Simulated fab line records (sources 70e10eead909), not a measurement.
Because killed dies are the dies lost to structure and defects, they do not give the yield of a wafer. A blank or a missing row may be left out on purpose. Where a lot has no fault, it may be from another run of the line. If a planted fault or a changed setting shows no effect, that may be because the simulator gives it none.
Matching of chambers :: flow nand harc :: rie diel-12 running NHARC_P_M1_DESCUM_14: 4 sister chambers
The step chemistry O2, time 3 s. 4 wafers are shown with their chamber, then 9 later ones without.

== EACH WAFER AND ITS CHAMBER ==
wafer: L150.1
chamber: 0
showerhead plenum p Torr (Torr): 1.86

wafer: L150.5
chamber: 2
showerhead plenum p Torr (Torr): 1.89

wafer: L151.2
chamber: 1
showerhead plenum p Torr (Torr): 1.81

wafer: L151.5
chamber: 3
showerhead plenum p Torr (Torr): 1.91

== WAFERS MISSING THEIR CHAMBER ==
wafer: L152.1
showerhead plenum p Torr (Torr): 1.86

wafer: L152.3
showerhead plenum p Torr (Torr): 1.81

wafer: L152.4
showerhead plenum p Torr (Torr): 1.91

wafer: L153.4
showerhead plenum p Torr (Torr): 1.86

wafer: L153.5
showerhead plenum p Torr (Torr): 1.86

wafer: L153.6
showerhead plenum p Torr (Torr): 1.91

wafer: L164.1
showerhead plenum p Torr (Torr): 1.88

wafer: L164.2
showerhead plenum p Torr (Torr): 1.90

wafer: L164.5
showerhead plenum p Torr (Torr): 1.90

== WHICH CHAMBER EACH ONE RAN IN ==
wafer: L152.1
from the rows above: 0
in truth: 0

wafer: L152.3
from the rows above: 1
in truth: 1

wafer: L152.4
from the rows above: 3
in truth: 3

wafer: L153.4
from the rows above: 0
in truth: 0

wafer: L153.5
from the rows above: 0
in truth: 0

wafer: L153.6
from the rows above: 3
in truth: 3

wafer: L164.1
from the rows above: can't be placed: 2 or 0
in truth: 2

wafer: L164.2
from the rows above: can't be placed: 2 or 3
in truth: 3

wafer: L164.5
from the rows above: can't be placed: 2 or 3
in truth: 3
Correctly placed: 6 of 9. Can't be placed from these rows: 3 (the true chamber is among the candidates in 3). Placed wrongly: 0.
How it was worked out, from the rows above alone: a wafer's distance from a chamber is the root of the sum, over the readings, of the square of ((its reading less the chamber's mean) divided by the reading's scatter). The wafer belongs to the nearest chamber; if the next one is less than 2 further off, it can't be placed. A chamber's mean is the mean of its shown wafers. The scatter (one wafer shown for each chamber): square how far every hidden wafer sits from the nearest shown wafer, average those squares and take the square root.
